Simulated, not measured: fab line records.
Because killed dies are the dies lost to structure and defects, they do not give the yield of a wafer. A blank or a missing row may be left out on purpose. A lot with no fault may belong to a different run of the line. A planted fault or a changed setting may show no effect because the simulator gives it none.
Matching of chambers | flow nand_harc | NHARC_A_STAIRCASE_DEP_471 on pecvd-02 has 3 sister chambers
The step deposits SiO2, target thk 100 nm. 6 wafers are shown with their chamber, then 10 later ones without.

== WAFERS WITH THEIR CHAMBER ==
wafer  | chamber | throttle_valve_pct (%) | heater_power_w (W)
L084.4 | 0       | 17.0                   | 458
L084.5 | 2       | 15.5                   | 419
L086.1 | 2       | 15.7                   | 389
L086.4 | 1       | 15.6                   | 472
L089.1 | 1       | 15.3                   | 496
L089.3 | 0       | 17.2                   | 489

== WAFERS WITHOUT THEIR CHAMBER ==
wafer  | throttle_valve_pct (%) | heater_power_w (W)
L089.4 | 16.9                   | 488
L093.1 | 15.8                   | 527
L093.3 | 15.7                   | 416
L093.6 | 15.9                   | 528
L097.1 | 17.2                   | 538
L097.4 | 15.8                   | 425
L097.6 | 16.9                   | 388
L096.1 | 16.8                   | 477
L096.3 | 15.9                   | 394
L096.5 | 16.0                   | 400

== CHAMBER TAKEN BY EACH ==
wafer  | from the rows above | in truth
L089.4 | 0                   | 0
L093.1 | 1                   | 1
L093.3 | 2                   | 2
L093.6 | 1                   | 1
L097.1 | 0                   | 0
L097.4 | 2                   | 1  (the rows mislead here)
L097.6 | 0                   | 0
L096.1 | 0                   | 0
L096.3 | 2                   | 2
L096.5 | 2                   | 2
9 of 10 placed correctly. Not placeable from these rows: 0. 1 placed wrongly.
How it was worked out, from the rows above alone: a wafer's distance from a chamber is the root of the sum, over the readings, of the square of ((its reading less the chamber's mean) divided by the reading's scatter). If the next closest chamber is less than 2 further off than the closest, the wafer can't be placed; otherwise it belongs to the closest. The mean given for a chamber averages the wafers shown for that chamber. The scatter: the root of (the sum of the squares of (reading less its chamber's mean) over the shown wafers, divided by (wafers less chambers)).
